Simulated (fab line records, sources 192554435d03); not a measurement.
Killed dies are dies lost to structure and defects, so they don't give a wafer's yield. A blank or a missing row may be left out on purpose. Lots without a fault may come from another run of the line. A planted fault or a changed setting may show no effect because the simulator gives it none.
Chamber matching | flow n5_finfet | N5_BEOL_M10_ETCH_61 on rie_diel-02: 4 sister chambers
The step etches SiARC in CF4, target depth 39 nm, time 65 s. 14 wafers are shown with their chamber, then 7 later ones without.

WAFERS WITH THEIR CHAMBER
wafer  | chamber | drypump_motor_current_A (A) | showerhead_plenum_p_Torr (Torr) | throttle_valve_pct (%)
L259.3 | 2       | 5.7                         | 2.09                            | 15.72
L259.5 | 2       | 5.7                         | 2.09                            | 15.71
L259.6 | 3       | 5.9                         | 2.23                            | 15.36
L260.1 | 0       | 5.2                         | 2.13                            | 15.81
L260.2 | 1       | 6.1                         | 2.05                            | 15.77
L260.6 | 3       | 5.9                         | 2.23                            | 15.36
L272.3 | 1       | 6.2                         | 2.05                            | 15.81
L272.4 | 0       | 5.2                         | 2.12                            | 15.85
L272.6 | 3       | 5.9                         | 2.22                            | 15.41
L271.1 | 2       | 5.7                         | 2.08                            | 15.76
L271.3 | 3       | 5.9                         | 2.22                            | 15.41
L271.6 | 0       | 5.2                         | 2.12                            | 15.87
L279.2 | 1       | 6.1                         | 2.04                            | 15.86
L279.4 | 2       | 5.7                         | 2.07                            | 15.81

SIGNATURES (means of the wafers above)
reading                  | chamber 0 | chamber 1 | chamber 2 | chamber 3 | scatter within a chamber
drypump_motor_current_A  | 5.200     | 6.133     | 5.700     | 5.900     | 0.0258
showerhead_plenum_p_Torr | 2.1233    | 2.0467    | 2.0825    | 2.2250    | 0.00713
throttle_valve_pct       | 15.8433   | 15.8133   | 15.7500   | 15.3850   | 0.0383
Rule: a wafer's distance from a chamber is the root of the sum, over the readings, of the square of ((its reading less the chamber's mean) divided by the reading's scatter). The wafer belongs to the nearest chamber; if the next one is less than 2 further off, it can't be placed. The scatter: the root of (the sum of the squares of (reading less its chamber's mean) over the shown wafers, divided by (wafers less chambers)).

WAFERS WITHOUT THEIR CHAMBER
wafer  | drypump_motor_current_A (A) | showerhead_plenum_p_Torr (Torr) | throttle_valve_pct (%)
L279.6 | 5.9                         | 2.21                            | 15.44
L280.2 | 5.2                         | 2.12                            | 15.43
L280.3 | 5.7                         | 2.07                            | 15.80
L280.5 | 6.1                         | 2.04                            | 15.86
L277.3 | 5.9                         | 2.21                            | 15.45
L277.4 | 5.7                         | 2.07                            | 15.80
L277.5 | 5.7                         | 2.07                            | 15.81

WHICH CHAMBER EACH WENT THROUGH
wafer  | from the rows above | in truth
L279.6 | 3                   | 3
L280.2 | 0                   | 0
L280.3 | 2                   | 2
L280.5 | 1                   | 1
L277.3 | 3                   | 3
L277.4 | 2                   | 2
L277.5 | 2                   | 2
Placed correctly: 7 of 7. Can't be placed from these rows: 0. Placed wrongly: 0.
